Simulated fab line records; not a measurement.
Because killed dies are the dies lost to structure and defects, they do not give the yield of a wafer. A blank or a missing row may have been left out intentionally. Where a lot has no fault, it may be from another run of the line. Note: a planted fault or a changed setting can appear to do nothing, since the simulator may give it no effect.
Which tool did it? | flow nandHarc | 6 lots, 18 wafers sampled, at 2 steps of a route of 1302

== WHAT EACH GAUGE READ, for each wafer ==
NHARC_A_SIN_REMOVE_INSPECT_04.
lot  | measured     | on               | rawDefectCount
L203 | day 21 06:43 | defectInspect-02 | 354 334 400
L207 | day 23 02:24 | defectInspect-01 | 446 541 355
L209 | day 24 11:42 | defectInspect-02 | 391 533 311
L216 | day 27 02:26 | defectInspect-01 | 312 320 383
L219 | day 27 14:44 | defectInspect-01 | 462 509 373
L221 | day 29 09:44 | defectInspect-02 | 309 395 371

== WHAT TOOL EACH LOT RAN ON (gives the tool, then ch and the chambers of the sampled wafers, and finally the start) ==
lot  | NHARC_A_SLIT_STRIP_18
L203 | rieDiel-10 ch 0,1, day 21 06:43 or earlier
L207 | rieDiel-06 ch 0,2, day 23 02:24 or earlier
L209 | rieDiel-01 ch 0,2,3, day 24 11:42 or earlier
L216 | rieDiel-06 ch 2,3, day 27 02:26 or earlier
L219 | rieDiel-10 ch 1,2, day 27 14:44 or earlier
L221 | rieDiel-01 ch 0,1,3, day 29 09:44 or earlier
- NHARC_A_SLIT_STRIP_18: strips in O2.

== THE ANSWER, worked out from the rows above alone ==
Rule: what is usual is taken from the lots themselves. The widest of any qualifying gaps counts: lots, ordered by their means at a reading, are off when they make up no more than a third of the lots, leave a main group of 4 or more, and stand apart from it by 3 or more times the standard deviation of that group's means. The tables above print the reading to a certain number of digits; a main group whose means all agree to those digits is not used. Also off: a lot with no number at a reading for which 4 or more lots have one. The other lots that the step has rows for count as sound.
Across all readings shown, no lot is off: no conclusion can be drawn from this.

== WHAT THE SIMULATOR HAD PUT IN ==
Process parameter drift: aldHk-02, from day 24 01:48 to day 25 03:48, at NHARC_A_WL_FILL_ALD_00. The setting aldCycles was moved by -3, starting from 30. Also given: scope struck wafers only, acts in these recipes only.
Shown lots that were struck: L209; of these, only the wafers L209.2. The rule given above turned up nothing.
